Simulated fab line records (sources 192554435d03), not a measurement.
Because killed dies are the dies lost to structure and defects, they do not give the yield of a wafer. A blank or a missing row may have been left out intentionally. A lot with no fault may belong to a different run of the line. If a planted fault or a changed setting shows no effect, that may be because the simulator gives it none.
Chamber matching -- flow n5-finfet -- N5_DUMMY_GATE_ALD_02 on ald-sin-01 has 4 sister chambers
The step deposits SiO2, target thk 2 nm, pulse time 1 s. 7 wafers are shown with their chamber, then 9 later ones without.

## WAFERS WITH THEIR CHAMBER
wafer,chamber,heater-power-outer-w (W),heater-power-w (W)
L086.1,3,314,507
L091.4,1,242,459
L092.3,1,240,465
L092.6,2,270,522
L093.2,3,305,528
L093.4,0,244,480
L093.6,2,278,515

## WAFERS WITH NO CHAMBER GIVEN
wafer,heater-power-outer-w (W),heater-power-w (W)
L094.1,243,458
L094.2,252,469
L094.6,302,516
L096.1,244,458
L096.2,249,474
L096.6,307,527
L097.1,312,532
L097.3,244,464
L097.5,268,523

## THE CHAMBER EACH PASSED THROUGH
wafer,from the rows above,in truth
L094.1,can't be placed: 1 or 0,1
L094.2,can't be placed: 0 or 1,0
L094.6,3,3
L096.1,can't be placed: 1 or 0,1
L096.2,can't be placed: 0 or 1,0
L096.6,3,3
L097.1,3,3
L097.3,can't be placed: 1 or 0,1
L097.5,2,2
Placed correctly: 4 of 9. Not placeable from these rows: 5 (in 5, the candidates include the true chamber). Wrongly placed: 0.
How it was worked out, from the rows above alone: a wafer's distance from a chamber is the root of the sum, over the readings, of the square of ((its reading less the chamber's mean) divided by the reading's scatter). The wafer belongs to the nearest chamber; if the next one is less than 2 further off, it can't be placed. Each chamber's mean is taken over the wafers shown for it. How the scatter is found: for the shown wafers, subtract from each reading the mean of its chamber, square and add these, divide the total by (wafers less chambers), then take the root.
